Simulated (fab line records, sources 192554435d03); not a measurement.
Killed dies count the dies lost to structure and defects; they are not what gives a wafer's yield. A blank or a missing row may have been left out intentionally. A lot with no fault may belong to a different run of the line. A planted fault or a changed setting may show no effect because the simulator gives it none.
Problem report, 8D (eight disciplines) form, completed by code	flow n5-finfet	the parts of the form that need people (team, actions taken, sign-off) are left out

1. THE PROBLEM
trench-depth-nm at N5_STI_FIN_REVEAL_FIN_H_MEAS_10 reads a mean of 47.0 nm on 2 wafers of 2 lots; wafers without a fault read 51.8 nm with a standard deviation of 0.7. Measured from the usual mean, that is -6.9 standard deviations.
Seen first at day 4 01:00 on ocd-02, wafer L938.5. Wafers with a number at this step in the record: 28, from 10 lots. The rule behind "out" and "out of limits": a value lying over 4 standard deviations away from the usual mean. Any other wafer with a number is counted as sound.

2. WHAT IT IS AND WHAT IT IS NOT
question	is	is not
which readings at this step	trench-depth-nm	-
which lots	L938, L941	L933, L934, L947, L949, L951, L952, L953, L955
which wafers of those lots	L938.5, L941.5	L938.2, L941.3
read on which gauges	ocd-01, ocd-02	-
when	from day 4 01:00	up to then (7 sound wafers); but 19 sound wafers of L941, L947, L949, L951, L952, L953, L955 came after

3. SUSPECTS, AND WHAT RULES EACH OUT
Counting: any tool at a process step up to the reading remains a suspect provided it ran every lot that is out. Sound lots after the first of them don't rule it out here, since some wafers of a struck lot are sound.
- the gauge at N5_STI_FIN_REVEAL_FIN_H_MEAS_10 has been ruled out. 2 gauges (ocd-01, ocd-02) read the wafers that are out.
- vapor-etch-01 at N5_STI_FIN_REVEAL_RECESS_09 (chemistry HF/NH3, target SiO2, afs cycles 11, target depth 42.5 nm, sublimation time 60 s): kept. It processed each lot that is out (first: L938, day 3 22:17); up to then, its last sound lot is L933 (day 2 18:10).
After counting, what remains is vapor-etch-01 at N5_STI_FIN_REVEAL_RECESS_09.

4. THE CAUSE (what the simulator had put in)
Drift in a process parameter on vapor-etch-01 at N5_STI_FIN_REVEAL_RECESS_09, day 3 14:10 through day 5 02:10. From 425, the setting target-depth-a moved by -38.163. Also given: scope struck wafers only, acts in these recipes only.
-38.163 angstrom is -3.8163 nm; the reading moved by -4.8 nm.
After counting, this tool was the only one left.

5. SEQUENCE OF EFFECTS, ordered by route
One row per reading whose mean, taken over the struck wafers that have a number, lies over 3 standard deviations from the usual. Scope: only readings with a usual standard deviation given in the record; hours: median across lots of the time from each lot's start at the first step in this table that gives one to its start at this step; sigmas: change in usual standard deviations.
hours	step	reading	usual	on struck wafers	change	sigmas
0	N5_STI_FIN_REVEAL_FIN_H_MEAS_10	trench-depth-nm	51.8 nm	47.0	-4.8	-6.9
177	N5_BEOL_M4_RC_MEAS_101	DIBL_P	35.6 mV/V	42.3	+6.7	+3.0
177	N5_BEOL_M4_RC_MEAS_101	IOFF_N	0.15 nA/um	0.36	+0.21	+6.9
177	N5_BEOL_M4_RC_MEAS_101	IOFF_N_85C	3.0 nA/um	6.2	+3.2	+6.3
177	N5_BEOL_M4_RC_MEAS_101	IOFF_P	0.19 nA/um	0.58	+0.39	+12
177	N5_BEOL_M4_RC_MEAS_101	IOFF_P_85C	3.4 nA/um	8.8	+5.3	+11
177	N5_BEOL_M4_RC_MEAS_101	ION_N	668 uA/um	620	-48	-4.4
177	N5_BEOL_M4_RC_MEAS_101	ION_P	455 uA/um	429	-26	-3.6
177	N5_BEOL_M4_RC_MEAS_101	SS_N	71.5 mV/dec	78.7	+7.2	+11
177	N5_BEOL_M4_RC_MEAS_101	SS_P	73.4 mV/dec	80.7	+7.2	+11
281	N5_PASSIVATION_PROBE_49	sort_bin_4_leakage	0.00 %	34.66	+34.66	+99 or more
281	N5_PASSIVATION_PROBE_49	sort_bin_8_speed	0.02 %	18.01	+17.99	+99 or more
281	N5_PASSIVATION_PROBE_49	sort-n-pass	1077	450	-626	-37
281	N5_PASSIVATION_PROBE_49	sort-yield-pct	91.2 %	38.2	-53.0	-38
It contains these process steps:
- N5_PASSIVATION_PROBE_49
Later steps that measure or inspect, where all struck wafers having a row at the step show a number for every such reading and not one has moved that far: N5_STI_FIN_REVEAL_INSPECT_13.

6. WHAT WOULD HAVE CAUGHT IT SOONER
11 hours passed between the start of the fault at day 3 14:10 and the first reading out of limits at a measuring or inspecting step in this record, taken at day 4 01:00.
No tool reading at N5_STI_FIN_REVEAL_RECESS_09 that has a usual standard deviation in the record was out on any struck wafer, so an alarm limit of 4 standard deviations on those readings would not have fired.
Of the lots that are out (2), L941 began N5_STI_FIN_REVEAL_RECESS_09 on vapor-etch-01 after day 4 01:00. Holding the tool at that time would have saved it.
